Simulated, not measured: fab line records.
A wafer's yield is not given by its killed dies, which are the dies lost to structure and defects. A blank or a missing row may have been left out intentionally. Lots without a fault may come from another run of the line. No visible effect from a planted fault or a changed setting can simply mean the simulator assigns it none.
The tool behind it: which one? | flow n5 finfet | 17 wafers from 6 lots sampled at 4 of the route's 1938 steps

WHAT EACH GAUGE READ, for each wafer
N5_BEOL_M8_OVL_MEAS_12.
lot  | measured     | on         | M8_OVL (nm)
L957 | day 10 10:24 | overlay-02 | 0.1 0.8 -0.2
L962 | day 11 03:40 | overlay-01 | 0.3 0.8
L964 | day 12 05:00 | overlay-02 | 0.1 -0.3 -0.4
L967 | day 12 19:04 | overlay-01 | 0.2 1.6 -0.1
L969 | day 13 15:56 | overlay-02 | 7.7 8.3 7.8
L978 | day 15 13:44 | overlay-01 | 0.1 -0.2 0.2

EACH LOT AND THE TOOL THAT RAN IT (in order: tool; ch and the chambers of the sampled wafers; start)
lot  | N5_BEOL_M7_ANNEAL_51             | N5_BEOL_M8_HM_DEP_02         | N5_BEOL_M8_EXPOSE_08
L957 | rtp anneal-02 ch 0, day 10 08:04 | pvd sputter-01, day 10 09:52 | arfi scanner-02 ch 0, day 10 10:15
L962 | rtp anneal-01 ch 0, day 11 01:16 | pvd sputter-01, day 11 03:08 | arfi scanner-02 ch 0, day 11 03:31
L964 | rtp anneal-02 ch 0, day 12 01:16 | pvd sputter-03, day 12 04:28 | arfi scanner-01 ch 0, day 12 04:51
L967 | rtp anneal-01 ch 0, day 12 15:30 | pvd sputter-01, day 12 18:40 | arfi scanner-02 ch 0, day 12 18:55
L969 | rtp anneal-01 ch 0, day 13 12:36 | pvd sputter-02, day 13 15:25 | arfi scanner-02 ch 0, day 13 15:47
L978 | rtp anneal-02 ch 0, day 15 09:46 | pvd sputter-01, day 15 13:07 | arfi scanner-01 ch 0, day 15 13:35
- N5_BEOL_M7_ANNEAL_51: time 90 s.
- N5_BEOL_M8_HM_DEP_02: deposits TiN, target thk 20 nm.
- N5_BEOL_M8_EXPOSE_08: exposes mask M8.

THE ANSWER, worked out from the rows above alone
Rule: what is usual is taken from the lots themselves. The widest of any qualifying gaps counts: lots, ordered by their means at a reading, are off when they make up no more than a third of the lots, leave a main group of 4 or more, and stand apart from it by 3 or more times the standard deviation of that group's means. If all means in a main group match to the digits the tables above print for the reading, that group is not used. Also off: a lot with no number at a reading for which 4 or more lots have one. Where the step has rows for the other lots, those lots are counted as sound.
Off: L969, at N5_BEOL_M8_OVL_MEAS_12 (M8_OVL). The main group has a mean of 0.2 nm with a standard deviation of 0.3.
A tool fits if, at a process step before that reading, it ran every lot that is off, and no sound lot after the first of them. The gauges at N5_BEOL_M8_OVL_MEAS_12 are tried like those tools. Can't be told from this: 4 tools fit, rtp anneal-01 at N5_BEOL_M7_ANNEAL_51, pvd sputter-02 at N5_BEOL_M8_HM_DEP_02, arfi scanner-02 at N5_BEOL_M8_EXPOSE_08, overlay-02 at N5_BEOL_M8_OVL_MEAS_12.

WHAT THE SIMULATOR PUT IN
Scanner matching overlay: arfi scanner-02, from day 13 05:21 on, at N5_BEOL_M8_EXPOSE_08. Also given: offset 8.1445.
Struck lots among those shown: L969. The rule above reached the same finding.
